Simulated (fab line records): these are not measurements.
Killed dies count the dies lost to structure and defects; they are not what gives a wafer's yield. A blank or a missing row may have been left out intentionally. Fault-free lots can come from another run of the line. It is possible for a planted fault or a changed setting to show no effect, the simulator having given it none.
The tool behind it: which one? | flow n5 finfet | Sampling: 24 lots, 72 wafers, 3 of 1938 route steps

## WHAT THE GAUGES SHOWED, per wafer
N5_STI_FIN_REVEAL_THK_MEAS_05. Usual: thk nm reads 132.3 nm (standard deviation 1.2).
lot  | measured    | on            | thk nm (nm)       | flag
L074 | day 2 10:11 | film metro-01 | 133.2 132.3 135.3 |
L075 | day 2 15:25 | film metro-02 | 134.2 131.2 133.2 |
L076 | day 2 20:57 | film metro-02 | 131.1 131.4 131.1 |
L077 | day 3 03:02 | film metro-02 | 132.7 133.0 132.3 |
L078 | day 3 11:52 | film metro-01 | 133.0 131.8 131.0 |
L079 | day 3 18:34 | film metro-02 | 130.0 132.9 133.4 |
L080 | day 3 22:09 | film metro-01 | 131.6 131.4 132.2 |
L081 | day 4 05:08 | film metro-01 | 131.7 133.3 132.6 |
L082 | day 4 08:41 | film metro-02 | 132.7 132.6 131.9 |
L083 | day 4 14:43 | film metro-01 | 133.8 132.6 133.4 |
L084 | day 4 22:43 | film metro-01 | 133.1 132.4 134.6 |
L085 | day 5 04:18 | film metro-01 | 133.3 130.5 132.4 |
L086 | day 5 13:39 | film metro-01 | 131.4 135.2 132.2 |
L087 | day 5 17:47 | film metro-01 | 131.7 132.5 131.6 |
L088 | day 5 21:56 | film metro-01 | 131.6 130.9 132.3 |
L089 | day 6 03:16 | film metro-01 | 133.8 133.1 132.7 |
L090 | day 6 09:50 | film metro-01 | 132.3 133.8 133.8 |
L091 | day 6 16:05 | film metro-02 | 132.6 133.4 135.0 |
L092 | day 6 20:38 | film metro-01 | 133.9 132.5 134.4 |
L093 | day 7 03:19 | film metro-01 | 132.5 130.1 133.5 |
L094 | day 7 09:34 | film metro-02 | 134.0 130.5 132.9 |
L095 | day 7 17:08 | film metro-02 | 132.8 133.1 133.7 |
L096 | day 7 22:52 | film metro-02 | 131.3 133.5 132.0 |
L097 | day 8 06:04 | film metro-01 | 132.4 132.4 134.6 |

N5_STI_FIN_REVEAL_CD_MEAS_22: target cd 6.238 nm, pitch 28 nm. Usual: cd nm reads 6.25 nm (standard deviation 0.24).
lot  | measured    | on        | cd nm (nm)     | flag
L074 | day 2 13:20 | cd sem-01 | 6.23 6.38 6.10 |
L075 | day 2 19:07 | cd sem-03 | 6.22 6.51 6.20 |
L076 | day 3 00:09 | cd sem-02 | 6.35 6.59 6.29 |
L077 | day 3 06:22 | cd sem-01 | 5.97 6.21 6.17 |
L078 | day 3 15:05 | cd sem-02 | 6.24 6.55 6.43 |
L079 | day 3 21:51 | cd sem-03 | 6.20 6.31 6.34 |
L080 | day 4 01:23 | cd sem-01 | 6.24 6.19 6.45 |
L081 | day 4 08:25 | cd sem-01 | 6.12 6.34 6.12 |
L082 | day 4 11:52 | cd sem-02 | 5.93 6.18 6.41 |
L083 | day 4 17:59 | cd sem-01 | 6.71 6.38 5.73 |
L084 | day 5 01:52 | cd sem-01 | 6.31 6.55 6.70 |
L085 | day 5 07:30 | cd sem-03 | 6.46 6.47 5.81 |
L086 | day 5 16:48 | cd sem-03 | 6.10 6.38 6.83 |
L087 | day 5 21:10 | cd sem-03 | 6.39 6.12 6.36 |
L088 | day 6 01:06 | cd sem-02 | 6.33 6.50 6.19 |
L089 | day 6 06:26 | cd sem-01 | 6.01 5.90 5.94 |
L090 | day 6 13:04 | cd sem-01 | 6.22 6.11 6.03 |
L091 | day 6 19:18 | cd sem-02 | 6.27 6.24 5.79 |
L092 | day 6 23:48 | cd sem-01 | 5.99 6.23 6.08 |
L093 | day 7 06:44 | cd sem-01 | 6.04 5.80 5.98 |
L094 | day 7 12:44 | cd sem-03 | 6.23 6.66 6.53 |
L095 | day 7 20:27 | cd sem-01 | 6.29 6.06 6.09 |
L096 | day 8 02:04 | cd sem-03 | 6.57 6.08 6.24 |
L097 | day 8 09:17 | cd sem-03 | 6.49 6.12 6.13 |

N5_DUMMY_GATE_CD_MEAS_24: the cd target is 15 nm. Usual: cd nm reads 14.9 nm (standard deviation 0.48).
lot  | measured    | on        | cd nm (nm)     | flag
L074 | day 3 03:05 | cd sem-02 | 15.6 15.4 15.4 |
L075 | day 3 07:20 | cd sem-01 | 13.9 14.4 14.6 |
L076 | day 3 10:54 | cd sem-03 | 15.1 15.2 15.2 |
L077 | day 3 16:14 | cd sem-03 | 14.4 14.6 13.7 |
L078 | day 4 05:38 | cd sem-03 | 14.4 14.8 15.6 |
L079 | day 4 09:35 | cd sem-02 | 14.7 14.5 14.5 |
L080 | day 4 12:54 | cd sem-01 | 15.3 14.4 15.0 |
L081 | day 4 19:01 | cd sem-01 | 14.8 15.5 15.0 |
L082 | day 4 21:58 | cd sem-01 | 15.4 14.6 14.0 |
L083 | day 5 03:34 | cd sem-01 | 14.9 14.4 15.0 |
L084 | day 5 12:50 | cd sem-02 | 14.8 15.2 15.3 |
L085 | day 5 17:42 | cd sem-03 | 15.1 14.5 14.3 |
L086 | day 6 04:44 | cd sem-02 | 14.7 14.8 14.0 |
L087 | day 6 09:10 | cd sem-01 | 14.4 14.7 14.3 |
L088 | day 6 15:12 | cd sem-01 | 14.5 15.1 14.3 |
L089 | day 6 16:31 | cd sem-03 | 15.1 15.4 14.8 |
L090 | day 6 22:56 | cd sem-01 | 14.8 14.7 14.7 |
L091 | day 7 05:34 | cd sem-03 | 15.3 14.7 14.7 |
L092 | day 7 10:08 | cd sem-01 | 15.4 14.6 15.3 |
L093 | day 7 17:30 | cd sem-03 | 14.6 14.6 14.5 |
L094 | day 7 22:29 | cd sem-03 | 15.6 14.9 15.6 |
L095 | day 8 06:27 | cd sem-03 | 15.3 15.5 15.6 |
L096 | day 8 11:40 | cd sem-03 | 15.8 15.4 15.3 |
L097 | day 8 20:02 | cd sem-03 | 15.0 14.3 14.5 |

## EACH LOT AND THE TOOL THAT RAN IT (in order: tool; ch and the chambers of the sampled wafers; start)
There is no process step in the record ahead of these readings.

## WHAT THE TOOLS THEMSELVES READ (means of the sampled wafers that have a number; where no wafer has one, the mark that the record gives instead)
The record holds no such reading with a usual standard deviation.

## THE ANSWER, worked out from the rows above alone
Rule: a lot counts as off when the mean over its wafers that have a number is more than 3 standard deviations away from the usual mean. Also off: a lot with no number at a reading for which 4 or more lots have one. Any other lot the step has rows for is counted as sound. Order of review: gauges by route order, followed by the tools' own readings, for which a lot's mean as printed above is used. The first step at which some lot is off is used, and at that step the reading that is off furthest; a lot without a number counts as furthest.
No lot is off at any reading shown: from this, nothing can be told.

## WHAT THE SIMULATOR HAD PUT IN
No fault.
